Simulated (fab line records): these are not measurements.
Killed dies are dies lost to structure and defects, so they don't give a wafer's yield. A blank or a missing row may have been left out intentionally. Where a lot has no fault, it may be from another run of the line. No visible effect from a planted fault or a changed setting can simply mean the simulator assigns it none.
Chamber matching	flow n5_finfet	rie_si-06 running N5_BEOL_M0_SAQP_MANDREL1_REMOVE_100: 4 sister chambers
The step chemistry HBr/Cl2/O2, target a-Si, stops on SiNx, bt time 10 s. 8 wafers are shown with their chamber, then 10 later ones without.

== WAFERS, EACH WITH ITS CHAMBER ==
wafer	chamber	throttle_valve_pct (%)	drypump_motor_current_A (A)
L081.4	0	35.8	5.8
L081.5	1	36.6	5.5
L081.6	2	36.7	5.5
L082.1	3	36.7	5.1
L082.2	0	35.8	5.8
L082.3	1	36.6	5.4
L082.4	2	36.8	5.4
L082.5	3	36.7	5.1

== WAFERS WITH NO CHAMBER GIVEN ==
wafer	throttle_valve_pct (%)	drypump_motor_current_A (A)
L082.6	36.8	5.5
L096.3	36.7	5.0
L096.5	36.7	5.0
L096.6	36.8	5.4
L097.1	36.7	5.0
L097.2	35.8	5.8
L097.3	36.6	5.4
L097.4	36.8	5.4
L097.5	36.6	5.4
L097.6	35.8	5.8

== CHAMBER TAKEN BY EACH ==
wafer	from the rows above	in truth
L082.6	2	2
L096.3	3	3
L096.5	3	3
L096.6	2	2
L097.1	3	3
L097.2	0	0
L097.3	1	1
L097.4	2	2
L097.5	1	1
L097.6	0	0
10 of 10 placed correctly. Number that these rows cannot place: 0. Number placed wrongly: 0.
How it was worked out, from the rows above alone: a wafer's distance from a chamber is the root of the sum, over the readings, of the square of ((its reading less the chamber's mean) divided by the reading's scatter). The wafer belongs to the nearest chamber; if the next one is less than 2 further off, it can't be placed. Each chamber's mean is taken over the wafers shown for it. The scatter: the root of (the sum of the squares of (reading less its chamber's mean) over the shown wafers, divided by (wafers less chambers)).
